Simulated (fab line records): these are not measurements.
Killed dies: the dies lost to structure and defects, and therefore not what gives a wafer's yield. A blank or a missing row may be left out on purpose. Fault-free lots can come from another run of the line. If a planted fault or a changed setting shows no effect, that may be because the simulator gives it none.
A lot that was struck, set against a sound lot	flow nandHarc	17 out of 1302 route steps
Sound: the wafers L568.1, L568.5, L568.6. Struck: wafers L574.2, L574.5 (left out: L574.6, a lot-mate that was not struck); the cause follows at the end.
At each step with rows: each side's tool, then ch and its chambers, then its first start. Under that, the readings that differ: sound wafers	struck wafers	difference of the means	sigmas: that difference in standard deviations of wafers without a fault.
alike: a reading whose means differ by less than 2 such deviations, as well as words and numbers matching on both sides. not compared: withheld readings; readings where some wafer has no value; bounds like >300 that might hide an equal value; numbers whose values overlap and for which the record gives no deviation.
Wherever a step has rows on one side only, a row that says differs or no value, or a row with sigmas, the two part there. Non-overlapping numbers with no deviation appear without sigmas and do not part them. A reading that every wafer of one side lacks parts them only if that side has two wafers or more.

NHARC_P_M1_INSPECT_11:
  sound on defectInspect-02, day 10 19:49; struck on defectInspect-02, day 13 09:08
reading	sound	struck	difference	sigmas
rawDefectCount	5 16 6	2 4	-6	-2
then, 3 steps without rows for these wafers: NHARC_P_M1_DESCUM_14 (chemistry O2, time 3 s); NHARC_P_M1_ETCH_35 (etches the open film in N2/H2, target depth 40 nm, overetch 12 nm, time 43.94 s); NHARC_P_M1_ETCH_15 (etches the open film in C4F8/Ar, target depth 182.5 nm, time 91.2 s).
NHARC_P_M1_CD_MEAS_16:
  sound on cdSem-03, day 10 20:18; struck on cdSem-02, day 13 09:30
  alike: cdNm
NHARC_P_M1_STRIP_18: strips in N2/H2.
  sound on rieDiel-06 ch 1,2,3, day 10 20:26; struck on rieDiel-06 ch 0,1, day 13 09:34
  alike: drypumpMotorCurrentA, h2FlowSccm, oesProductAu, rfVppV, showerheadPlenumPTorr, throttleValvePct
  not compared: rfHoursCounterH
NHARC_P_M1_ETCH_28: etches the open film in CF4/N2, target depth 30 nm, time 72.99 s.
  sound on rieDiel-06 ch 2,3; struck on rieDiel-06 ch 1,2
reading	sound	struck	difference	sigmas
rfVppV (V)	317.0 317.7 315.7	314.6 310.7	-4.2	-2
  alike: drypumpMotorCurrentA, oesProductAu, showerheadPlenumPTorr, throttleValvePct
  not compared: rfHoursCounterH
then, 1 step without rows for these wafers: NHARC_P_M1_STRIP_19 (strips in post etch residue remover, time 600 s).
NHARC_P_M1_DEGAS_29: time 60 s.
  sound on pvdSputter-03, day 10 21:02; struck on pvdSputter-01, day 13 10:13
  alike: heaterPowerW
NHARC_P_M1_PRE_CLEAN_30: time 30 s.
  sound on pvdSputter-03; struck on pvdSputter-01
  alike: heaterPowerW
then, 1 step without rows for these wafers: NHARC_P_M1_PVD_20 (deposits TaN, target thk 5 nm, time 8.06 s).
NHARC_P_M1_PVD_21: deposits Cu, target thk 30 nm, time 20.49 s.
  sound on pvdSputter-03; struck on pvdSputter-01
  alike: throttleValvePct
NHARC_P_M1_ECD_22: material Cu, target thk 400 nm.
  sound on ecdCu-02 ch 0,1, day 10 21:22; struck on ecdCu-02 ch 0,1, day 13 10:36
then, 1 step without rows for these wafers: NHARC_P_M1_ANNEAL_31 (time 90 s).
NHARC_P_M1_CMP_23: polishes, t overpolish 20 s, target thk 157.82 nm.
  sound on cmp-01 ch 0,3, day 10 22:10; struck on cmp-04 ch 1,2, day 13 11:24
reading	sound	struck	difference	sigmas
timeToEndpointS (s)	27.9 28.4 27.1	44.6 38.9	+13.9	+6
  alike: motorCurrentA
NHARC_P_M1_THK_MEAS_24: measures by xrf.
  sound on filmMetro-02, day 10 22:28; struck on filmMetro-02, day 13 11:38
  alike: thkNm
-- the record jumps here: 18 days lie between the struck wafers' starts before and after (it left off in module P_M1 and takes up again in module END, whose first step shown is number 1302 of the route) --
NHARC_END_SORT_01:
  at this point the record logs the struck wafers (prober-01 ch 0, day 31 23:02) and has no rows for the sound ones

WHERE THEY PART
Earliest at NHARC_P_M1_INSPECT_11; latest, in this record, at NHARC_END_SORT_01.

WHY: whatever the simulator had introduced
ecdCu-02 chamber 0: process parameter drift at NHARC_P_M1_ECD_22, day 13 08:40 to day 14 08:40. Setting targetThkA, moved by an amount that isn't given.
